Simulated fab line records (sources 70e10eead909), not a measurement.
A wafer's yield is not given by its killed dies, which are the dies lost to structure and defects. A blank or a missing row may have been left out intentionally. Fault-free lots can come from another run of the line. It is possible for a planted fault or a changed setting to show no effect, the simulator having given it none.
Which tool was responsible? + flow nand-harc + 6 lots with 18 wafers sampled at 3 steps, on a route of 1302 steps

## WHAT THE GAUGES SHOWED, per wafer
NHARC_P_M1_CD_MEAS_09 targets a cd of 130 nm.
| lot  | measured     | on        | cd-nm (nm)                          |
|------|--------------|-----------|-------------------------------------|
| L409 | day 6 12:02  | cd-sem-03 | 129.8 130.0 130.8                   |
| L412 | day 7 18:23  | cd-sem-01 | 129.3 130.6 129.7                   |
| L414 | day 9 05:05  | cd-sem-03 | 129.9 129.3 129.6                   |
| L416 | day 9 14:20  | cd-sem-02 | 129.5 129.8 130.9                   |
| L423 | day 12 19:43 | cd-sem-03 | 131.5 132.3 131.1 131.1 132.2 131.2 |
| L425 | day 13 07:10 | cd-sem-03 | 131.5 131.9 131.9 131.5 132.0 132.2 |

## TOOL THAT RAN EACH LOT (tool first, then ch and the chambers of the sampled wafers, then the start)
| lot  | NHARC_P_M0_ETCH_15                            | NHARC_P_M0_PRE_CLEAN_29                 |
|------|-----------------------------------------------|-----------------------------------------|
| L409 | rie-diel-10 ch 0,2, day 6 08:01 or earlier    | pvd-sputter-02, day 6 12:02 or earlier  |
| L412 | rie-diel-10 ch 1,3, day 7 14:57 or earlier    | pvd-sputter-02, day 7 18:23 or earlier  |
| L414 | rie-diel-11 ch 1,2,3, day 9 01:40 or earlier  | pvd-sputter-03, day 9 05:05 or earlier  |
| L416 | rie-diel-11 ch 0,1, day 9 10:52 or earlier    | pvd-sputter-03, day 9 14:20 or earlier  |
| L423 | rie-diel-03 ch 1,2,3, day 12 15:58 or earlier | pvd-sputter-01, day 12 19:43 or earlier |
| L425 | rie-diel-10 ch 0,1,3, day 13 03:39 or earlier | pvd-sputter-02, day 13 07:10 or earlier |
- NHARC_P_M0_ETCH_15: etches the open film in C4F8/Ar, target depth 150 nm, overetch 15 nm, time 82.5 s.
- NHARC_P_M0_PRE_CLEAN_29: time 30 s.

## THE ANSWER, worked out from the rows above alone
Rule: what is usual is taken from the lots themselves. Put in order of their means at a reading, lots are off if they are a third of the lots or fewer, leave a main group of 4 or more, and stand apart from it by a gap of 3 or more times the standard deviation of the main group's means; of several such gaps the widest counts. If all means in a main group match to the digits the tables above print for the reading, that group is not used. A lot without any number at a reading at which 4 lots or more have one is off too. Any other lot the step has rows for is counted as sound.
Off: L423, L425 (NHARC_P_M1_CD_MEAS_09, cd-nm). Main group: mean 129.9 nm, sd 0.23.
A tool fits if, at a process step before that reading, it ran every lot that is off, and no sound lot after the first of them. The gauges at NHARC_P_M1_CD_MEAS_09 are tried like those tools. Because NHARC_P_M0_ETCH_15 lacks a start for some lots, the hours and order of its lots are taken from NHARC_P_M0_CD_MEAS_16. Because NHARC_P_M0_PRE_CLEAN_29 lacks a start for some lots, the hours and order of its lots are taken from NHARC_P_M1_CD_MEAS_09. One candidate fits, namely cd-sem-03 at NHARC_P_M1_CD_MEAS_09. Its last sound lot is L414 (day 9 05:05), its first lot that is off L423 (day 12 19:43): a fault that began between those two fits.

## WHAT HAD BEEN PUT IN BY THE SIMULATOR
Metrology matching offset: cd-sem-03, from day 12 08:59 on, at NHARC_P_M1_CD_MEAS_09. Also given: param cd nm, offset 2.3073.
Shown lots that were struck: L423, L425. The same result came from the rule above.
